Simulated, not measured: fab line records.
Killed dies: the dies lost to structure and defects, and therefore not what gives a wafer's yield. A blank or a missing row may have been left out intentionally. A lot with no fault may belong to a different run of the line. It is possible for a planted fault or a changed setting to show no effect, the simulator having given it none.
Struck lot and sound lot, side by side ; flow n5-finfet ; 14 steps out of a route of 1938
Sound: the wafers L772.4, L772.5, L772.6. Wafers L763.2, L763.4, L763.6 were the ones struck. Last of all comes the cause.
Each step with rows lists, per side, the tool, then ch with its chambers, then its first start. Under that, the readings that differ: sound wafers ; struck wafers ; difference of the means ; sigmas: that difference in standard deviations of wafers without a fault.
alike: a reading whose means differ by less than 2 such deviations, as well as words and numbers matching on both sides. not compared: withheld readings; readings where some wafer has no value; bounds like >300 that might hide an equal value; numbers whose values overlap and for which the record gives no deviation.
Wherever a step has rows on one side only, a row that says differs or no value, or a row with sigmas, the two part there. Numbers that have no deviation but don't overlap get no sigmas and don't part them. Lack of a reading on every wafer of one side parts them only where that side has two or more wafers.

N5_BEOL_M7_STRIP_67: strips in CF4.
  sound on rie-diel-03 ch 1,2, day 13 19:16; struck on rie-diel-05 ch 2,3, day 11 10:46
  alike: cf4-flow-sccm, drypump-motor-current-A, oes-product-au, rf-vpp-V, showerhead-plenum-p-Torr, throttle-valve-pct
  not compared: rf-hours-counter-h
N5_BEOL_M7_HM_OPEN_17: chemistry Cl2/BCl3, target TiN, target depth 20 nm, overetch 6 nm.
  sound on rie-metal-03 ch 0,1, day 13 19:20; struck on rie-metal-03 ch 0,1, day 11 10:49
  alike: bcl3-flow-sccm, bias-w, drypump-motor-current-A, oes-product-au, throttle-valve-pct
  not compared: rf-hours-counter-h
N5_BEOL_M7_STRIP_19: strips in O2.
  sound on rie-diel-02 ch 0,2,3, day 13 19:34; struck on rie-diel-05 ch 1,3, day 11 10:56
  alike: drypump-motor-current-A, oes-product-au, rf-vpp-V, showerhead-plenum-p-Torr, throttle-valve-pct
  not compared: rf-hours-counter-h
N5_BEOL_M7_CD_MEAS_18: pitch 80 nm, target cd 40 nm.
  sound on cd-sem-01 at day 13 19:37; struck on cd-sem-02 at day 11 11:00
reading;sound;struck;difference;sigmas
cd-nm (nm);40.5 40.8 40.8;40.0 39.3 39.6;-1.1;-2
then, 8 steps without rows for these wafers: N5_BEOL_M7_COAT_63 (time 60 s, resist thk 60 nm); N5_BEOL_M7_COAT_64 (time 60 s, resist thk 12 nm); N5_BEOL_M7_COAT_71 (time 60 s, resist thk 5 nm); N5_BEOL_M7_COAT_22 (resist thk 30 nm); N5_BEOL_M7_EBR_24; N5_BEOL_M7_SOFTBAKE_23 (time 60 s); N5_BEOL_M7_EXPOSE_25 (exposes mask V6, target cd 40 nm); N5_BEOL_M7_PEB_26 (peb time 60 s).
N5_BEOL_M7_DEVELOP_27: develop time 30 s.
  struck on litho-track-01, day 11 11:23; sound on litho-track-05 ch 0, day 13 19:54
  no value came back on the struck wafers for chill-plate-temp-C (C), develop-time-s (s); on the sound wafers chill-plate-temp-C (C) reads 22.91 22.98 23.00
reading;sound;struck;difference;sigmas
model.CAR-EUV_of_BEOL_M7_COAT_22.thk-nm (nm);29.4 29.6 29.6;30 30 29.8;+0;
N5_BEOL_M7_CD_MEAS_28 targets a cd of 40 nm.
  sound on cd-sem-02 ch 0, day 13 19:58; struck on cd-sem-03 ch 0, day 11 11:27
reading;sound;struck;difference;sigmas
cd-nm (nm);40.03 40.04 39.98;- - -;no value on the struck wafers;

== WHERE THEY PART ==
First at N5_BEOL_M7_CD_MEAS_18; last, within this record, at N5_BEOL_M7_CD_MEAS_28.

WHY: whatever the simulator had introduced
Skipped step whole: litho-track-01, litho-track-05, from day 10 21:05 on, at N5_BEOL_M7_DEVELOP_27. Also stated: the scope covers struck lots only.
